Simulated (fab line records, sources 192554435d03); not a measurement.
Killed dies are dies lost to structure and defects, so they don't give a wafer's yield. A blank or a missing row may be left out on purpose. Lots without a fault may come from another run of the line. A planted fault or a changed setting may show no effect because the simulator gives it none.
A struck lot beside a sound one | flow n5_finfet | 43 steps out of a route of 1938
Sound: wafers L992.1, L992.5, L992.6. Struck: wafers L997.2, L997.3, L997.5. The cause comes at the end.
At each step with rows: each side's tool, then ch and its chambers, then its first start. Under that, the readings that differ: sound wafers | struck wafers | difference of the means | sigmas: that difference in standard deviations of wafers without a fault.
alike: readings whose means differ by less than 2 such deviations, and words and numbers that are the same on both sides. not compared: withheld readings, readings that some wafer has no value for, bounds like >300 that may hide the same value, and numbers for which the record gives no deviation and whose values overlap.
The two part at a step that has a row with sigmas, a row that says differs or no value, or rows on one side only. Numbers that don't overlap but have no deviation are shown without sigmas and don't part them. A reading that every wafer of one side lacks parts them only if that side has two wafers or more.

first, 2 steps without rows for these wafers: N5_BEOL_M1_STRIP_83 (strips in C4F6/O2); N5_BEOL_M1_STRIP_36 (strips in N2/H2).
N5_BEOL_M1_TRENCH_ETCH_37: etches SiOC in C4F6/O2, target depth 55.207 nm, time 29 s.
  sound on rie_diel-05 ch 0,3; struck on rie_diel-05 ch 0,1,2
  alike: C4F6_flow_sccm, chamber_pressure_mTorr, drypump_motor_current_A, oes_product_au, rf_vpp_V, showerhead_plenum_p_Torr, throttle_valve_pct
  not compared: rf_hours_counter_h
then, 2 steps without rows for these wafers: N5_BEOL_M1_ETCH_41 (etches SiCN in CH3F/O2, target depth 31.9 nm, time 57.8 s); N5_BEOL_M1_STRIP_97 (strips in N2/H2, time 10 s).
N5_BEOL_M1_OCD_MEAS_38:
  sound on ocd-01, day 6 06:44; struck on ocd-02, day 7 21:29
  alike: trench_depth_nm
then, 4 steps without rows for these wafers: N5_BEOL_M1_HM_STRIP_39 (strips TiN in peroxide tin strip, target depth 25 nm, time 158 s); N5_BEOL_M1_SRD_40 (time 30 s); N5_BEOL_M1_PRECLEAN_42 (cleans in residue remover, time 60 s); N5_BEOL_M1_SRD_43 (time 30 s).
N5_BEOL_M1_CD_MEAS_35: target cd 18 nm, target cd y 21 nm.
  sound on cd_sem-02, day 6 06:54; struck on cd_sem-02, day 7 21:38
  alike: cd_nm
then, 1 step without rows for these wafers: N5_BEOL_M1_DEGAS_44 (time 60 s).
N5_BEOL_M1_PRE_CLEAN_45: time 30 s.
  sound on pvd_sputter-03, day 6 07:25; struck on pvd_sputter-01, day 7 22:07
  alike: heater_power_w
then, 3 steps without rows for these wafers: N5_BEOL_M1_ALD_84 (deposits TaN, pulse time 2 s, purge time 3 s, co reactant purge time 2 s); N5_BEOL_M1_SURFACE_TREAT_85; N5_BEOL_M1_CVD_47 (deposits Co from CCTBA/H2, target thk 3 nm, time 223.8 s).
N5_BEOL_M1_SPUTTER_48: material Cu, target thk 4.5 nm, time 8.29 s.
  sound on pvd_sputter-01, day 6 11:32; struck on pvd_sputter-02, day 7 23:07
  reading                | sound          | struck         | difference | sigmas
  throttle_valve_pct (%) | 29.7 30.3 29.5 | 30.4 31.6 31.5 | +1.3       | +2
then, 1 step without rows for these wafers: N5_BEOL_M1_ANNEAL_49 (time 240 s).
N5_BEOL_M1_SPUTTER_79: material Cu, target thk 4.5 nm, time 8.29 s.
  sound on pvd_sputter-01, day 6 11:45; struck on pvd_sputter-02, day 7 23:20
  alike: throttle_valve_pct
then, 3 steps without rows for these wafers: N5_BEOL_M1_ANNEAL_80 (time 240 s); N5_BEOL_M1_SPUTTER_81 (material Cu, target thk 4.5 nm, time 8.29 s); N5_BEOL_M1_ANNEAL_82 (time 240 s).
N5_BEOL_M1_SPUTTER_86: material Cu, target thk 4.5 nm, time 8.29 s.
  sound on pvd_sputter-01, day 6 12:11; struck on pvd_sputter-02, day 7 23:47
  alike: throttle_valve_pct
then, 13 steps without rows for these wafers: N5_BEOL_M1_ANNEAL_87 (time 240 s); N5_BEOL_M1_SPUTTER_88 (material Cu, target thk 4.5 nm, time 8.29 s); N5_BEOL_M1_ANNEAL_89 (time 240 s); N5_BEOL_M1_SPUTTER_90 (material Cu, target thk 4.5 nm, time 8.29 s); N5_BEOL_M1_ANNEAL_91 (time 240 s); N5_BEOL_M1_SPUTTER_92 (material Cu, target thk 4.5 nm, time 8.29 s); N5_BEOL_M1_ANNEAL_93 (time 240 s); N5_BEOL_M1_SPUTTER_94 (material Cu, target thk 4.5 nm, time 8.29 s); N5_BEOL_M1_ANNEAL_95 (time 240 s); N5_BEOL_M1_SPUTTER_96 (material Cu, target thk 4.5 nm, time 8.29 s); N5_BEOL_M1_ECD_50 (material Cu, target thk 300 nm); N5_BEOL_M1_ANNEAL_51 (time 90 s); N5_BEOL_M1_CMP_52 (polishes, stops on SiOC, t overpolish 6.8 s, target thk 40 nm).
N5_BEOL_M1_THK_MEAS_53: measures by xrf.
  sound on film_metro-01, day 6 14:36; struck on film_metro-02, day 8 01:40
  alike: M1_THK
then, 3 steps without rows for these wafers: N5_BEOL_M1_PRE_CLEAN_60 (time 15 s); N5_BEOL_M1_CO_CAP_55 (material Co, precursor CCTBA/H2, target thk 2 nm, time 102.1 s); N5_BEOL_M1_PRE_CLEAN_56 (time 15 s).
N5_BEOL_M1_DEP_57: deposits SiCN from 3MS/NH3, target thk 8 nm, time 14 s.
  sound on pecvd-01 ch 0,1,2, day 6 14:50; struck on pecvd-03 ch 1,2, day 8 01:52
  alike: showerhead_plenum_p_Torr, throttle_valve_pct
N5_BEOL_M1_RS_MEAS_58: measures by four-point-probe.
  sound on film_metro-01, day 6 14:55; struck on film_metro-02, day 8 01:56
  alike: M1_RS
-- the record jumps here: 6 days lie between the struck wafers' starts before and after (it left off in module BEOL_M1 and takes up again in module PASSIVATION, whose first step shown is number 1936 of the route) --
N5_PASSIVATION_PROBE_49:
  the record has rows for the struck wafers here (prober-02, day 13 22:30) and none for the sound ones

WHERE THEY PART
First at N5_BEOL_M1_SPUTTER_48; last, within this record, at N5_PASSIVATION_PROBE_49.

WHY: what the simulator had put in
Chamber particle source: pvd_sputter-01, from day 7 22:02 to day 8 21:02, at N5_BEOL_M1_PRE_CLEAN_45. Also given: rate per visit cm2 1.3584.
